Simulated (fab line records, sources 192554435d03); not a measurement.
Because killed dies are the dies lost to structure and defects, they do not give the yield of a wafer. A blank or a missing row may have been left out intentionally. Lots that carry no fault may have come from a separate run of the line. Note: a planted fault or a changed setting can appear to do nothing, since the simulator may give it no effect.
Matching of chambers ; flow n5_finfet ; rie_diel-02 running N5_HKMG_FIN_DESCUM_53: 4 sister chambers
The step chemistry O2, time 7.9 s. 4 wafers are shown with their chamber, then 7 later ones without.

== WAFERS PAIRED WITH THEIR CHAMBERS ==
wafer;chamber;showerhead_plenum_p_Torr (Torr)
L129.2;1;2.17
L139.4;2;2.05
L140.1;0;2.09
L140.4;3;2.08

== WAFERS WHOSE CHAMBER IS MISSING ==
wafer;showerhead_plenum_p_Torr (Torr)
L140.5;2.16
L143.2;2.16
L143.3;2.08
L143.6;2.07
L148.2;2.16
L148.5;2.05
L148.6;2.16

== CHAMBER TAKEN BY EACH ==
wafer;from the rows above;in truth
L140.5;1;1
L143.2;1;1
L143.3;can't be placed: 3 or 0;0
L143.6;can't be placed: 3 or 0 or 2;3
L148.2;1;1
L148.5;2;2
L148.6;1;1
Correctly placed: 5 of 7. Can't be placed from these rows: 2 (the true chamber is among the candidates in 2). Wrongly placed: 0.
How it was worked out, from the rows above alone: a wafer's distance from a chamber is the root of the sum, over the readings, of the square of ((its reading less the chamber's mean) divided by the reading's scatter). The wafer belongs to the nearest chamber; if the next one is less than 2 further off, it can't be placed. For every chamber, the mean is computed from those of its wafers that are shown. The scatter: with one shown wafer a chamber, the root of the mean of the squares of how far each hidden wafer lies from its nearest shown one.
